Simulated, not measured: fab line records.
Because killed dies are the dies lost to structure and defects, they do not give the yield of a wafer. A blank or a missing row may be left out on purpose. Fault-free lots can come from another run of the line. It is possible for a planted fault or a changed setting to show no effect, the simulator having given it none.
Chamber matching	flow n5 finfet	ald hk-01 running N5_HKMG_FIN_HK_ALD_01: 4 sister chambers
The step deposits HfO2, target thk 1.6 nm, pulse time 3 s, purge time 3 s. 20 wafers are shown with their chamber, then 10 later ones without.

WAFERS WITH THEIR CHAMBER
wafer	chamber	precursor pulse height rel
L079.3	3	0.989
L079.4	0	1.000
L079.6	2	0.984
L081.2	3	1.013
L081.4	1	0.995
L081.5	0	0.984
L090.1	3	1.000
L090.5	1	1.003
L090.6	2	0.998
L091.1	1	0.993
L091.2	3	1.000
L091.3	0	1.011
L091.4	2	0.978
L091.5	3	0.992
L091.6	0	0.980
L092.1	3	0.989
L092.2	0	0.994
L092.3	2	1.000
L092.4	1	0.986
L092.5	0	1.006

SIGNATURES (means of the wafers above)
reading	chamber 0	chamber 1	chamber 2	chamber 3	scatter within a chamber
precursor pulse height rel	0.99583	0.99425	0.99000	0.99717	0.0102
Rule: a wafer's distance from a chamber is the root of the sum, over the readings, of the square of ((its reading less the chamber's mean) divided by the reading's scatter). If the next closest chamber is less than 2 further off than the closest, the wafer can't be placed; otherwise it belongs to the closest. The scatter: take each reading less its chamber's mean, square it, sum over the shown wafers, divide by the number of wafers less the number of chambers, and take the root.

WAFERS WITHOUT THEIR CHAMBER
wafer	precursor pulse height rel
L092.6	1.035
L094.4	1.014
L094.5	1.016
L094.6	1.017
L097.1	0.969
L097.2	1.023
L097.3	0.986
L097.4	1.007
L097.5	0.975
L097.6	0.984

EACH ONE'S CHAMBER
wafer	from the rows above	in truth
L092.6	can't be placed: 3 or 0 or 1 or 2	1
L094.4	can't be placed: 3 or 0 or 1 or 2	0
L094.5	can't be placed: 3 or 0 or 1 or 2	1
L094.6	can't be placed: 3 or 0 or 1 or 2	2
L097.1	can't be placed: 2 or 1 or 0 or 3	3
L097.2	can't be placed: 3 or 0 or 1 or 2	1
L097.3	can't be placed: 2 or 1 or 0 or 3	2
L097.4	can't be placed: 3 or 0 or 1 or 2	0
L097.5	can't be placed: 2 or 1 or 0 or 3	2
L097.6	can't be placed: 2 or 1 or 0 or 3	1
Correctly placed: 0 of 10. Cannot be placed on the basis of these rows: 10; the candidates contain the true chamber in 10. Wrongly placed: 0.
